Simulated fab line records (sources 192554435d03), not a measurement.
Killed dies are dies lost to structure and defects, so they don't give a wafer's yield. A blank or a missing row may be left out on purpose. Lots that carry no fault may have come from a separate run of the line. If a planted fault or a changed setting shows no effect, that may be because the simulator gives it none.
fab line records | flow n5-finfet
record lots=10 | wafers=29 | last-day=17
route steps=1938 shown START@1 ZERO_LAYER@10 WELL_APT@31 PMOS_HMC_CHANNEL_EPI@66 BEOL_M4@1111 PASSIVATION@1936
lots with no fault: from the same line, run without faults
start-h: the number of hours between the record's first day and the start of the first shown wafer of the lot | wait-h: hours from the lot's prior step to this one | " same as the row above | L1.1+2: one row covering several wafers at once | - value missing, or start not given | * or withheld: withheld | < > ~ a bound
route shown NAME@n: a module of which the file shows steps, and the number in the route of the first | usual: mean/standard deviation taken from wafers without a fault | same: alike in all rows | chamber/n: place in a boat | sites: each site's reading | _std_site: their standard deviation | _edge_site: outer sites' mean less inner sites' | radius-mm: for every site, how far away it sits from the centre of the wafer | mask NAME#n: copy n | behind: tool/chamber where the wafer was last shaped | hold: why the lot was held/for how many hours/how that ended | device: transistor that didn't switch, given as n, p or np | end of line: tests of these same wafers at the route's end | where a step has no rows: the recipe by itself | killed: the dies lost at the first sort to structure and to defects; this is not the yield of the wafer | map: the dies of a wafer, with x for killed, . for not killed, _ for no die there
set.NAME: the setting that was run; set.NAME@STEP: the one run at that earlier step | model.NAME: the simulator's own value behind a step, which no gauge read
steps of the route over a sample of lots; a table a step, a row a wafer
services: from which hour (start-h, from the record's first day; less than 0 if before it) a tool's chamber was out of use, for how many hours, and why
## steps
# step N5_START_INSPECT_01
# recipe inspect-instrument=unpatterned-scan | mode=incoming
# usual raw-defect-count=5.9/2.6
lot.wafer | tool              | chamber | start-h | wait-h | raw-defect-count
L635.3    | defect-inspect-01 | -       | 24.04   | -      | 6
L635.4    | "                 | -       | "       | "      | 2
L635.6    | "                 | -       | "       | "      | 5
L636.3    | defect-inspect-01 | -       | 30.03   | -      | 6
L636.4    | "                 | -       | "       | "      | 8
L636.6    | "                 | -       | "       | "      | 5
L638.2    | defect-inspect-01 | -       | 42.04   | -      | 4
L638.4    | "                 | -       | "       | "      | 7
L638.6    | "                 | -       | "       | "      | 3
L639.4    | defect-inspect-01 | -       | 48.04   | -      | 4
L639.5    | "                 | -       | "       | "      | 9
L639.6    | "                 | -       | "       | "      | 5
L642.1    | defect-inspect-02 | -       | 66.03   | -      | 5
L642.3    | "                 | -       | "       | "      | 14
L642.5    | "                 | -       | "       | "      | 4
L643.3    | defect-inspect-01 | -       | 72.03   | -      | 6
L643.4    | "                 | -       | "       | "      | 4
L643.5    | "                 | -       | "       | "      | 6
L645.5    | defect-inspect-01 | -       | 84.04   | -      | 3
L645.6    | "                 | -       | "       | "      | 3
L646.1    | defect-inspect-01 | -       | 90.03   | -      | 4
L646.4    | "                 | -       | "       | "      | 6
L646.5    | "                 | -       | "       | "      | 5
L652.2    | defect-inspect-02 | -       | 126.03  | -      | 8
L652.4    | "                 | -       | "       | "      | 7
L652.5    | "                 | -       | "       | "      | 12
L656.1    | defect-inspect-01 | -       | 150.03  | -      | 7
L656.2    | "                 | -       | "       | "      | 2
L656.6    | "                 | -       | "       | "      | 5
# step N5_ZERO_LAYER_PEB_09
# recipe peb-temp-c=withheld | peb-time-s=*
lot.wafer  | tool           | chamber | start-h | wait-h
L635.3+4+6 | litho-track-05 | 0       | 24.53   | 0.0
L636.3+4+6 | litho-track-05 | 0       | 30.52   | 0.0
L638.2+4+6 | litho-track-01 | 0       | 42.65   | 0.0
L639.4+5+6 | litho-track-05 | 0       | 48.67   | 0.0
L642.1+3+5 | litho-track-01 | 0       | 66.53   | 0.1
L643.3+4+5 | litho-track-01 | 0       | 72.52   | 0.0
L645.5+6   | litho-track-01 | 0       | 84.52   | 0.0
L646.1+4+5 | litho-track-01 | 0       | 90.52   | 0.1
L652.2+4+5 | litho-track-01 | 0       | 126.66  | 0.0
L656.1+2+6 | litho-track-01 | 0       | 150.53  | 0.1
# step N5_ZERO_LAYER_CD_MEAS_11
# recipe target-cd-nm=2000 | landing-energy-ev=500 | detector=se-inlens
# usual cd-nm=2000.2/2.7
lot.wafer | tool      | chamber | start-h | wait-h | cd-nm
L635.3    | cd-sem-02 | 0       | 24.65   | -      | 2000.9
L635.4    | "         | 0       | "       | "      | 1998.2
L635.6    | "         | 0       | "       | "      | 2001.1
L636.3    | cd-sem-02 | 0       | 30.65   | -      | 2000.2
L636.4    | "         | 0       | "       | "      | 1999.8
L636.6    | "         | 0       | "       | "      | 1996.6
L638.2    | cd-sem-02 | 0       | 42.77   | -      | 2001.5
L638.4    | "         | 0       | "       | "      | 2002.2
L638.6    | "         | 0       | "       | "      | 2001.6
L639.4    | cd-sem-02 | 0       | 48.79   | -      | 1998.6
L639.5    | "         | 0       | "       | "      | 1998.2
L639.6    | "         | 0       | "       | "      | 2002.0
L642.1    | cd-sem-03 | 0       | 66.65   | -      | 2001.0
L642.3    | "         | 0       | "       | "      | 1996.1
L642.5    | "         | 0       | "       | "      | 2001.5
L643.3    | cd-sem-02 | 0       | 72.64   | -      | 2002.6
L643.4    | "         | 0       | "       | "      | 1998.4
L643.5    | "         | 0       | "       | "      | 2004.0
L645.5    | cd-sem-02 | 0       | 84.65   | -      | 2001.1
L645.6    | "         | 0       | "       | "      | 2002.8
L646.1    | cd-sem-01 | 0       | 90.64   | -      | 1998.7
L646.4    | "         | 0       | "       | "      | 2003.1
L646.5    | "         | 0       | "       | "      | 2004.3
L652.2    | cd-sem-03 | 0       | 126.78  | -      | 1995.9
L652.4    | "         | 0       | "       | "      | 1987.1
L652.5    | "         | 0       | "       | "      | 2000.1
L656.1    | cd-sem-03 | 0       | 150.65  | -      | 1981.8
L656.2    | "         | 0       | "       | "      | 1997.1
L656.6    | "         | 0       | "       | "      | 1998.4
# step N5_WELL_APT_DESCUM_13
# recipe chemistry=O2 | time-s=7.9 | source-power-w=50 | bias-power-w=20 | pressure-mtorr=20 | rf-frequency-hz=2.712e+07 | temp-c=40 | o2-flow-sccm=225
# usual drypump-motor-current-A=5.7/0.31 | oes-product-au=0.81/0.089 | rf-vpp-V=243.5/1.2 | showerhead-plenum-p-Torr=2.11/0.062 | throttle-valve-pct=20.4/0.32
lot.wafer | tool        | chamber | start-h | wait-h | drypump-motor-current-A | oes-product-au | rf-hours-counter-h | rf-vpp-V | showerhead-plenum-p-Torr | throttle-valve-pct
L635.3    | rie-diel-06 | 2       | 25.98   | 0.0    | 5.6                     | 0.89           | 37                 | 245.1    | 2.12                     | 20.4
L635.4    | "           | 1       | "       | "      | 5.9                     | 0.70           | 204                | 244.9    | 2.14                     | 20.4
L635.6    | "           | 3       | "       | "      | 6.0                     | 0.87           | -                  | 244.4    | 2.12                     | 20.2
L636.3    | rie-diel-04 | 0       | 31.88   | 0.1    | 6.2                     | 0.71           | 247                | 243.5    | 2.15                     | 20.4
L636.4    | "           | 3       | "       | "      | 6.1                     | 0.87           | 24                 | 241.8    | 2.05                     | 20.2
L636.6    | "           | 3       | "       | "      | 6.2                     | 0.88           | -                  | 241.3    | 2.05                     | 20.2
L638.2    | rie-diel-04 | 3       | 45.51   | 1.7    | 6.1                     | 0.86           | 30                 | 242.6    | 2.05                     | 20.2
L638.4    | "           | 1       | "       | "      | 5.4                     | 0.73           | -                  | 243.0    | 2.10                     | 20.3
L638.6    | "           | 3       | "       | "      | 6.1                     | 0.87           | -                  | 243.0    | 2.05                     | 20.2
L639.4    | rie-diel-01 | 3       | 51.16   | 1.4    | 5.6                     | 0.92           | 19                 | 244.7    | 2.15                     | 20.5
L639.5    | "           | 1       | "       | "      | 5.6                     | 0.78           | -                  | 244.0    | 2.19                     | 20.8
L639.6    | "           | 0       | "       | "      | 5.1                     | 0.69           | -                  | 245.1    | 2.16                     | 20.7
L642.1    | rie-diel-06 | 0       | 67.78   | 0.0    | 5.6                     | 0.92           | 11                 | 241.6    | 2.03                     | 19.7
L642.3    | "           | 2       | "       | "      | 5.7                     | 0.88           | 41                 | 243.9    | 2.12                     | 20.4
L642.5    | "           | 0       | "       | "      | 5.6                     | 0.91           | -                  | 242.8    | 2.03                     | 19.7
L643.3    | rie-diel-06 | 2       | 73.89   | 0.3    | 5.7                     | 0.87           | 44                 | 243.5    | 2.12                     | 20.4
L643.4    | "           | 1       | "       | "      | 5.9                     | 0.68           | -                  | 245.6    | 2.14                     | 20.4
L643.5    | "           | 0       | "       | "      | 5.6                     | 0.89           | -                  | 243.7    | 2.03                     | 19.7
L645.5    | rie-diel-01 | 2       | 85.69   | 0.1    | 5.8                     | 0.70           | -                  | 241.6    | 1.97                     | 20.8
L645.6    | "           | 1       | "       | "      | 5.6                     | 0.77           | -                  | 245.5    | 2.18                     | 20.8
L646.1    | rie-diel-01 | 3       | 91.70   | 0.1    | 5.6                     | 0.90           | 33                 | 242.6    | 2.14                     | 20.6
L646.4    | "           | 2       | "       | "      | 5.8                     | 0.69           | 212                | 242.5    | 1.97                     | 20.7
L646.5    | "           | 3       | "       | "      | 5.6                     | 0.91           | -                  | 244.2    | 2.14                     | 20.6
L652.2    | rie-diel-04 | 3       | 127.91  | 0.0    | 6.1                     | 0.82           | 63                 | 244.1    | 2.04                     | 20.2
L652.4    | "           | 2       | "       | "      | 5.5                     | 0.72           | 177                | 243.0    | 2.13                     | 19.9
L652.5    | "           | 2       | "       | "      | 5.5                     | 0.72           | -                  | 244.0    | 2.13                     | 19.9
L656.1    | rie-diel-01 | 3       | 151.80  | 0.0    | 5.5                     | 0.86           | 53                 | 245.0    | 2.13                     | 20.6
L656.2    | "           | 0       | "       | "      | 5.1                     | 0.87           | 25                 | 243.5    | 2.15                     | 20.3
L656.6    | "           | 3       | "       | "      | 5.5                     | 0.86           | -                  | 242.9    | 2.13                     | 20.6
# step N5_PMOS_HMC_CHANNEL_EPI_OVL_MEAS_10
# recipe points-per-wafer=44
# usual PMOS_HMC_BLK_OVL=-0.1/0.84
lot.wafer | tool       | chamber | start-h | wait-h | PMOS_HMC_BLK_OVL[nm]
L635.3    | overlay-02 | 0       | 29.45   | 0.0    | -0.6
L635.4    | "          | 0       | "       | "      | -0.6
L635.6    | "          | 0       | "       | "      | -0.3
L636.3    | overlay-01 | 0       | 35.12   | 0.0    | -0.8
L636.4    | "          | 0       | "       | "      | 0.9
L636.6    | "          | 0       | "       | "      | -0.5
L638.2    | overlay-01 | 0       | 50.64   | 0.0    | 0.4
L638.4    | "          | 0       | "       | "      | 0.1
L638.6    | "          | 0       | "       | "      | 0.5
L639.4    | overlay-02 | 0       | 54.89   | 0.0    | 0.3
L639.5    | "          | 0       | "       | "      | 0.4
L639.6    | "          | 0       | "       | "      | 1.2
L642.1    | overlay-01 | 0       | 72.36   | 0.0    | -0.6
L642.3    | "          | 0       | "       | "      | -0.8
L642.5    | "          | 0       | "       | "      | 0.3
L643.3    | overlay-01 | 0       | 77.21   | 0.0    | -0.5
L643.4    | "          | 0       | "       | "      | 0.4
L643.5    | "          | 0       | "       | "      | 0.7
L645.5    | overlay-02 | 0       | 88.95   | 0.0    | -0.9
L645.6    | "          | 0       | "       | "      | -0.2
L646.1    | overlay-02 | 0       | 96.77   | 0.0    | -0.6
L646.4    | "          | 0       | "       | "      | 1.2
L646.5    | "          | 0       | "       | "      | -0.6
L652.2    | overlay-02 | 0       | 131.24  | 0.0    | 0.9
L652.4    | "          | 0       | "       | "      | 0.5
L652.5    | "          | 0       | "       | "      | 0.1
L656.1    | overlay-01 | 0       | 155.28  | 0.0    | 0.7
L656.2    | "          | 0       | "       | "      | 0.3
L656.6    | "          | 0       | "       | "      | -0.3
# step N5_BEOL_M4_RC_MEAS_101
# usual DIBL_N=36.0/2.2 | DIBL_P=35.9/2.6 | IOFF_N=0.16/0.038 | IOFF_P=0.21/0.042 | ION_N=675/15 | ION_P=463/10 | SS_N=71.5/0.62 | SS_P=73.2/0.76 | VT_N=250/4.1 | VT_P=-251/3.6
lot.wafer | tool      | chamber | start-h | wait-h | DIBL_N[mV/V] | DIBL_P[mV/V] | IOFF_N[nA/um] | IOFF_P[nA/um] | ION_N[uA/um] | ION_P[uA/um] | SS_N[mV/dec] | SS_P[mV/dec] | VT_N[mV] | VT_P[mV]
L635.3    | prober-02 | 0       | 168.92  | 0.3    | 36.3         | 37.2         | 0.17          | 0.21          | 675          | 458          | 72.3         | 73.5         | 249      | -252
L635.4    | "         | 0       | "       | "      | 35.1         | 36.8         | 0.15          | 0.19          | 662          | 454          | 71.6         | 73.3         | 251      | -252
L635.6    | "         | 0       | "       | "      | 32.8         | 34.1         | 0.12          | 0.16          | 672          | 463          | 70.7         | 72.1         | 253      | -255
L636.3    | prober-02 | 0       | 194.41  | 0.3    | 33.3         | 33.6         | 0.12          | 0.15          | 657          | 446          | 70.9         | 73.0         | 253      | -255
L636.4    | "         | 0       | "       | "      | 36.6         | 37.5         | 0.17          | 0.20          | 680          | 458          | 72.6         | 73.8         | 247      | -251
L636.6    | "         | 0       | "       | "      | 34.8         | 34.4         | 0.14          | 0.15          | 656          | 444          | 71.8         | 73.3         | 251      | -255
L638.2    | prober-01 | 0       | 195.36  | 0.2    | 38.7         | 39.3         | 0.21          | 0.26          | 690          | 471          | 72.2         | 74.5         | 245      | -249
L638.4    | "         | 0       | "       | "      | 36.1         | 35.5         | 0.16          | 0.19          | 675          | 459          | 72.4         | 73.7         | 249      | -251
L638.6    | "         | 0       | "       | "      | 33.1         | 32.3         | 0.12          | 0.16          | 662          | 452          | 71.2         | 72.1         | 252      | -253
L639.4    | prober-01 | 0       | 211.21  | 0.5    | 43.9         | 43.5         | 0.29          | 0.34          | 693          | 471          | 72.5         | 75.3         | 245      | -245
L639.5    | "         | 0       | "       | "      | 41.1         | 40.2         | 0.22          | 0.26          | 687          | 469          | 72.6         | 74.2         | 243      | -247
L639.6    | "         | 0       | "       | "      | 37.2         | 35.3         | 0.14          | 0.19          | 684          | 467          | 71.3         | 73.0         | 252      | -255
L642.1    | prober-02 | 0       | 215.85  | 0.0    | 37.8         | 37.3         | 0.16          | 0.19          | 675          | 459          | 71.2         | 73.3         | 252      | -254
L642.3    | "         | 0       | "       | "      | 35.3         | 34.2         | 0.12          | 0.16          | 644          | 445          | 70.9         | 73.4         | 259      | -256
L642.5    | "         | 0       | "       | "      | 35.8         | 33.6         | 0.13          | 0.15          | 653          | 446          | 71.9         | 72.5         | 256      | -259
L643.3    | prober-01 | 0       | 227.78  | 0.3    | 32.1         | 32.0         | 0.11          | 0.13          | 679          | 457          | 70.8         | 71.7         | 251      | -258
L643.4    | "         | 0       | "       | "      | 37.1         | 37.1         | 0.16          | 0.19          | 687          | 463          | 72.5         | 72.6         | 250      | -254
L643.5    | "         | 0       | "       | "      | 35.9         | 37.0         | 0.15          | 0.20          | 676          | 453          | 71.3         | 72.6         | 247      | -252
L645.5    | prober-01 | 0       | 247.91  | 0.6    | 34.9         | 34.8         | 0.14          | 0.18          | 681          | 466          | 71.4         | 72.5         | 250      | -250
L645.6    | "         | 0       | "       | "      | 35.5         | 36.6         | 0.15          | 0.20          | 666          | 456          | 71.6         | 73.4         | 246      | -254
L646.1    | prober-02 | 0       | 253.67  | 0.0    | 35.7         | 35.0         | 0.15          | 0.19          | 671          | 464          | 70.9         | 72.2         | 248      | -250
L646.4    | "         | 0       | "       | "      | 32.8         | 31.4         | 0.11          | 0.15          | 670          | 458          | 70.7         | 72.1         | 253      | -254
L646.5    | "         | 0       | "       | "      | 36.7         | 34.6         | 0.16          | 0.19          | 669          | 457          | 71.8         | 72.8         | 249      | -250
L652.2    | prober-02 | 0       | 281.27  | 0.2    | 38.6         | 39.0         | 0.18          | 0.23          | 675          | 464          | 71.9         | 73.4         | 249      | -250
L652.4    | "         | 0       | "       | "      | 39.9         | 42.4         | 0.22          | 0.29          | 696          | 482          | 72.1         | 73.9         | 245      | -248
L652.5    | "         | 0       | "       | "      | 38.5         | 39.0         | 0.20          | 0.25          | 689          | 472          | 71.6         | 73.0         | 246      | -250
L656.1    | prober-02 | 0       | 306.35  | 0.0    | 36.0         | 37.0         | 0.18          | 0.25          | 684          | 464          | 71.0         | 73.4         | 245      | -248
L656.2    | "         | 0       | "       | "      | 35.7         | 36.7         | 0.18          | 0.25          | 693          | 475          | 71.2         | 73.6         | 244      | -245
L656.6    | "         | 0       | "       | "      | 35.6         | 37.8         | 0.19          | 0.28          | 700          | 491          | 71.5         | 74.2         | 245      | -245
# step N5_PASSIVATION_PROBE_49
# usual defect-limited-yield=91.4/1.6 | killed_at_M0_to_M3=35/10 | killed_at_M4_up=12/4.7 | killed-at-contacts=12/5.8 | killed-at-front-end=38/12 | killed-at-other=4/3.2 | killed-dies=102/18 | killed-open=68/14 | killed-short=32/8 | sort_bin_4_leakage=0.00/0.043 | sort_bin_5_function=5.1/0.96 | sort_bin_6_memory=3.2/0.77 | sort_bin_8_speed=0.1/0.39 | sort-n-pass=1078/20 | sort-yield-pct=91.3/1.7
# same gross-dies=1180 | killed-at-back-side=0
lot.wafer | tool      | chamber | start-h | wait-h | defect-limited-yield[%] | killed_at_M0_to_M3 | killed_at_M4_up | killed-at-contacts | killed-at-front-end | killed-at-other | killed-dies | killed-open | killed-short | sort_bin_4_leakage[%] | sort_bin_5_function[%] | sort_bin_6_memory[%] | sort_bin_8_speed[%] | sort-n-pass | sort-yield-pct[%]
L646.1    | prober-01 | -       | 359.75  | 0.5    | 92.1                    | 29                 | 14              | 12                 | 36                  | 2               | 93          | 69          | 24           | 0                     | 4.9                    | 2.4                  | 0                   | 1087        | 92.1
L646.4    | prober-01 | -       | 359.90  | 0.6    | 92.7                    | 27                 | 9               | 15                 | 30                  | 5               | 86          | 53          | 32           | 0                     | 5.3                    | 1.9                  | 0                   | 1094        | 92.7
L646.5    | prober-01 | -       | 359.95  | 0.7    | 91.8                    | 29                 | 13              | 12                 | 40                  | 3               | 97          | 69          | 25           | 0                     | 4.7                    | 3.3                  | 0                   | 1083        | 91.8
# killed by level:class
L646.1 BEOL_M0_SAQP:geometric-particle:open=10 GATE_CUT:geometric-particle:open=9 MOL_CONTACT_COAG:geometric-particle:open=9 FIN_SAQP:geometric-particle:open=7 BEOL_M0_SAQP:geometric-particle:short=6 BEOL_M2:geometric-particle:open=6 DUMMY_GATE:geometric-particle:open=5 BEOL_M4:geometric-particle:open=5
L646.4 STI_FIN_REVEAL:geometric-particle:open=12 BEOL_M0_SAQP:geometric-particle:short=12 MOL_CONTACT_COAG:geometric-particle:open=11 BEOL_M0_SAQP:geometric-particle:open=8 GATE_CUT:geometric-particle:short=4 MOL_CONTACT_COAG:geometric-particle:short=4 PASS1_CAP:geometric-particle:open=4 GATE_CUT:geometric-particle:open=3
L646.5 STI_FIN_REVEAL:geometric-particle:open=8 MOL_CONTACT_COAG:geometric-particle:open=8 BEOL_M0_SAQP:geometric-particle:open=8 BEOL_M1:geometric-particle:open=7 BEOL_M7:geometric-particle:open=7 FIN_SAQP:geometric-particle:short=6 BEOL_M2:geometric-particle:open=6 DUMMY_GATE:geometric-particle:open=5
## services
tool        | chamber | start-h | hours | kind
rie-diel-01 | 2       | 33.57   | 4.7   | repair
rie-diel-06 | -       | 36.66   | 28.1  | pm
rie-diel-04 | 0       | 40.05   | -     | clean
rie-diel-04 | 0       | 40.05   | -     | consumable-replace:focus-ring
rie-diel-04 | 0       | 40.05   | 16.9  | scheduled-down
rie-diel-04 | 0       | 40.05   | 16.9  | vent-cycle
rie-diel-04 | -       | 56.67   | 2.8   | pm
rie-diel-01 | 0       | 59.73   | -     | clean
rie-diel-01 | 0       | 59.73   | -     | consumable-replace:focus-ring
rie-diel-01 | 0       | 59.73   | 18.3  | scheduled-down
rie-diel-01 | 0       | 59.73   | 18.3  | vent-cycle
rie-diel-01 | 3       | 64.59   | 9.1   | repair
rie-diel-06 | 3       | 73.33   | 7.0   | repair
rie-diel-04 | 0       | 102.22  | 2.3   | repair
## key
first-sign step=N5_ZERO_LAYER_CD_MEAS_11 | reading=cd-nm | direction=down | sigmas=5.8 | usual=2000.2 | struck=1984.4
effect none on later readings
met-at N5_ZERO_LAYER_PEB_09
struck-lots L652,L656
struck-wafers L652.4,L656.1
not-acting-at N5_START_INSPECT_01,N5_WELL_APT_DESCUM_13,N5_PMOS_HMC_CHANNEL_EPI_OVL_MEAS_10
onset-between 90.52 126.66
fault kind=process-parameter-drift | tool=litho-track-01 | chamber=- | onset-h=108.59 | steps=N5_ZERO_LAYER_PEB_09 | channel=peb-time-s | offset=* | shape=step | end-h=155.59 | scope=struck-wafers-only | acts-in=* | stated=*
